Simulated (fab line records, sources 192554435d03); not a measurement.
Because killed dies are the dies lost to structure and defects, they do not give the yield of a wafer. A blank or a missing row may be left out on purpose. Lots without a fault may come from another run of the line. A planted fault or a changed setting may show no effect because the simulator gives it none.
Split-lot study | flow n5Finfet | on a route of 1938 steps: 7 lots, 21 wafers read

## THE SPLIT ITSELF
At N5_FIN_SAQP_FIN_ETCH_36 (etches the open film in HBr/Cl2/O2, target depth 120 nm, time 50.4 s), the setting icpW was moved away from the recipe's 800 W on 8 of the 21 wafers read, by -16.2% to +14.3%. All remaining wafers had this setting at the recipe value.

## FROM THE SPLIT TO THE READING: what the file shows between them, 3 steps
- N5_FIN_SAQP_PRECLEAN_38: cleans in O3/DIW, time 45 s
- N5_FIN_SAQP_PRECLEAN_45: cleans in dHF, time 10 s
- N5_FIN_SAQP_SRD_39: time 30 s

## THE READING
trenchDepthNm, in nm, at N5_FIN_SAQP_OCD_MEAS_76. A value of 119 nm with a standard deviation of 3.1 nm is what fault-free wafers of this fab line usually give.

wafer  | tool, chamber at the split | icpW as run, W | against the recipe | trenchDepthNm, nm | against lot-mates on the recipe
L078.1 | rieSi-02, 2                | 742.1          | -7.2%              | 112               | -11
L078.2 | rieSi-02, 1                | 800            | recipe             | 123               | -
L078.3 | rieSi-02, 0                | 742.1          | -7.2%              | 113               | -10
L081.1 | rieSi-04, 3                | 670.3          | -16.2%             | 110               | -12
L081.3 | rieSi-04, 0                | 800            | recipe             | 122               | -
L081.6 | rieSi-04, 1                | 670.3          | -16.2%             | 112               | -10
L089.3 | rieSi-04, 0                | 800            | recipe             | 123               | -
L089.5 | rieSi-04, 3                | 761.9          | -4.8%              | 116               | -7
L089.6 | rieSi-04, 0                | 761.9          | -4.8%              | 122               | -1
L090.1 | rieSi-02, 3                | 800            | recipe             | 115               | -
L090.5 | rieSi-02, 0                | 800            | recipe             | 115               | -
L090.6 | rieSi-02, 3                | 800            | recipe             | 115               | -
L094.1 | rieSi-04, 2                | 800            | recipe             | 119               | -
L094.2 | rieSi-04, 1                | 800            | recipe             | 120               | -
L094.5 | rieSi-04, 3                | 800            | recipe             | 120               | -
L096.1 | rieSi-04, 3                | 914.7          | +14.3%             | 126               | +6
L096.2 | rieSi-04, 1                | 914.7          | +14.3%             | 130               | +10
L096.4 | rieSi-04, 3                | 800            | recipe             | 120               | -
L097.1 | rieSi-05, 1                | 800            | recipe             | 122               | -
L097.2 | rieSi-05, 3                | 800            | recipe             | 120               | -
L097.3 | rieSi-05, 0                | 800            | recipe             | 120               | -

THE FIT
A straight line over all 21 wafers: trenchDepthNm changes by +0.577 nm for each +1% of icpW; r = +0.83; the points scatter about the line by 2.9 nm.
The same after taking each lot's own level away (the mean of its wafers on the recipe; 21 wafers): +0.695 nm for each +1%; r = +0.92; scatter 2.2 nm.
Per that fit: largest icpW move, reading shift of 11 nm.
Measured against the standard deviation above, the lots' own levels, which go from 115.0 to 123.0 nm, span 2.6 times it.
Thus the slope moves with the lot-to-lot level: the two fits are different.
Check: -12 nm against its lot-mates is what the line predicts for one of the wafers moved furthest among these (-16.2%) when that wafer is left out of the fit. Against them it came out at -12 nm.

## ADDITIONAL SPLITS CARRIED BY THESE WAFERS
Note: prior to the reading, these wafers also went through further splits. Each is held against what the fit with the lots' levels taken away leaves over:
other split on the same wafers | wafers away from the commonest value | r with trenchDepthNm (lot level and that fit taken away)
N5_ZERO_LAYER_EXPOSE_08 doseMj | 7                                    | +0.13
N5_WELL_APT_EXPOSE_22 doseMj   | 9                                    | -0.42
N5_WELL_APT_PEB_23 pebTempC    | 9                                    | +0.02

## THE WHOLE CHAIN: every reading that the file lists as answering this split, in the file's order
step                    | what it does                                                         | reading                                                                  | change (the file's fit)               | r (the file's)
N5_FIN_SAQP_FIN_ETCH_36 | etches the open film in HBr/Cl2/O2, target depth 120 nm, time 50.4 s | FIN_SAQP.featureDepthNm (the simulator's own value, which no gauge read) | +0.709 nm for each +1% of the setting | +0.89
N5_FIN_SAQP_FIN_ETCH_36 | etches the open film in HBr/Cl2/O2, target depth 120 nm, time 50.4 s | etch.depthNm (the simulator's own value, which no gauge read)            | +0.712 nm for each +1% of the setting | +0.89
N5_FIN_SAQP_OCD_MEAS_76 |                                                                      | trenchDepthNm                                                            | +0.72 nm for each +1% of the setting  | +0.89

## FILE'S OWN FIT
trenchDepthNm changes by +0.72 nm for each +1% of icpW, r = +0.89.
